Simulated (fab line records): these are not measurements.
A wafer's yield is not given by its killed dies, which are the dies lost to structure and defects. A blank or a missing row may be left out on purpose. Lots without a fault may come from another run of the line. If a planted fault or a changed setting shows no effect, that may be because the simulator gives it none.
What tool caused it? || flow n5-finfet || 8 lots with 24 wafers sampled at 4 steps, on a route of 1938 steps

WHAT THE GAUGES SHOWED, per wafer
N5_BEOL_M11_OCD_MEAS_38.
{"lot": "L934", "measured": "day 12 00:00", "on": "ocd-02", "trench-depth-nm (nm)": "147 153 153"}
{"lot": "L937", "measured": "day 12 09:04", "on": "ocd-02", "trench-depth-nm (nm)": "154 146 154"}
{"lot": "L938", "measured": "day 12 22:42", "on": "ocd-01", "trench-depth-nm (nm)": "144 152 144"}
{"lot": "L942", "measured": "day 14 08:47", "on": "ocd-01", "trench-depth-nm (nm)": "149 150 147"}
{"lot": "L944", "measured": "day 14 09:08", "on": "ocd-01", "trench-depth-nm (nm)": "161 163 157"}
{"lot": "L943", "measured": "day 14 18:02", "on": "ocd-02", "trench-depth-nm (nm)": "165 156 161"}
{"lot": "L951", "measured": "day 16 14:04", "on": "ocd-02", "trench-depth-nm (nm)": "149 148 153"}
{"lot": "L954", "measured": "day 17 16:17", "on": "ocd-01", "trench-depth-nm (nm)": "151 144 151"}

EACH LOT AND THE TOOL THAT RAN IT (in order: tool; ch and the chambers of the sampled wafers; start)
{"lot": "L934", "N5_BEOL_M11_DESCUM_33": "rie-diel-06 ch 0,1, day 11 23:30", "N5_BEOL_M11_TRENCH_ETCH_37": "rie-diel-06 ch 0,1, day 11 23:49", "N5_BEOL_M11_ETCH_41": "rie-diel-06 ch 0,1, day 12 00:00 or earlier"}
{"lot": "L937", "N5_BEOL_M11_DESCUM_33": "rie-diel-06 ch 1,2, day 12 08:35", "N5_BEOL_M11_TRENCH_ETCH_37": "rie-diel-06 ch 1,2, day 12 08:53", "N5_BEOL_M11_ETCH_41": "rie-diel-06 ch 1,2, day 12 09:04 or earlier"}
{"lot": "L938", "N5_BEOL_M11_DESCUM_33": "rie-diel-06 ch 1,2,3, day 12 22:12", "N5_BEOL_M11_TRENCH_ETCH_37": "rie-diel-06 ch 1,2,3, day 12 22:31", "N5_BEOL_M11_ETCH_41": "rie-diel-06 ch 1,2,3, day 12 22:42 or earlier"}
{"lot": "L942", "N5_BEOL_M11_DESCUM_33": "rie-diel-01 ch 1,2,3, day 14 08:17", "N5_BEOL_M11_TRENCH_ETCH_37": "rie-diel-01 ch 1,2,3, day 14 08:36", "N5_BEOL_M11_ETCH_41": "rie-diel-01 ch 1,2,3, day 14 08:47 or earlier"}
{"lot": "L944", "N5_BEOL_M11_DESCUM_33": "rie-diel-06 ch 0,3, day 14 08:39", "N5_BEOL_M11_TRENCH_ETCH_37": "rie-diel-06 ch 0,3, day 14 08:58", "N5_BEOL_M11_ETCH_41": "rie-diel-06 ch 0,3, day 14 09:08 or earlier"}
{"lot": "L943", "N5_BEOL_M11_DESCUM_33": "rie-diel-06 ch 0,1,2, day 14 17:32", "N5_BEOL_M11_TRENCH_ETCH_37": "rie-diel-06 ch 0,1,2, day 14 17:50", "N5_BEOL_M11_ETCH_41": "rie-diel-06 ch 0,1,2, day 14 18:02 or earlier"}
{"lot": "L951", "N5_BEOL_M11_DESCUM_33": "rie-diel-03 ch 0,1,3, day 16 13:35", "N5_BEOL_M11_TRENCH_ETCH_37": "rie-diel-03 ch 0,1,3, day 16 13:53", "N5_BEOL_M11_ETCH_41": "rie-diel-03 ch 0,1,3, day 16 14:04 or earlier"}
{"lot": "L954", "N5_BEOL_M11_DESCUM_33": "rie-diel-06 ch 1,2, day 17 15:47", "N5_BEOL_M11_TRENCH_ETCH_37": "rie-diel-06 ch 1,2, day 17 16:07", "N5_BEOL_M11_ETCH_41": "rie-diel-06 ch 1,2, day 17 16:17 or earlier"}
- N5_BEOL_M11_DESCUM_33: chemistry O2, time 7.9 s.
- N5_BEOL_M11_TRENCH_ETCH_37: etches SiCOH lowk in C4F6/O2, target depth 148.83 nm, time 48 s.
- N5_BEOL_M11_ETCH_41: etches SiCN in CH3F/O2, target depth 42.6 nm, time 86 s.

THE ANSWER, worked out from the rows above alone
Rule: the lots themselves supply what counts as usual. The widest of any qualifying gaps counts: lots, ordered by their means at a reading, are off when they make up no more than a third of the lots, leave a main group of 4 or more, and stand apart from it by 3 or more times the standard deviation of that group's means. Not used: any main group whose means are identical at the precision the tables above print for the reading. Also off: a lot with no number at a reading for which 4 or more lots have one. The other lots that the step has rows for count as sound.
Off: L944, L943 (N5_BEOL_M11_OCD_MEAS_38, trench-depth-nm). The main group: mean 149 nm, standard deviation 1.6.
A tool fits if, at a process step before that reading, it ran every lot that is off, and no sound lot after the first of them. The gauges at N5_BEOL_M11_OCD_MEAS_38 are tried like those tools. N5_BEOL_M11_ETCH_41 gives no start for some lots, so the hours and the order of its lots are those of N5_BEOL_M11_OCD_MEAS_38. Not one of the candidates tried fits.

WHAT WAS PUT IN BY THE SIMULATOR
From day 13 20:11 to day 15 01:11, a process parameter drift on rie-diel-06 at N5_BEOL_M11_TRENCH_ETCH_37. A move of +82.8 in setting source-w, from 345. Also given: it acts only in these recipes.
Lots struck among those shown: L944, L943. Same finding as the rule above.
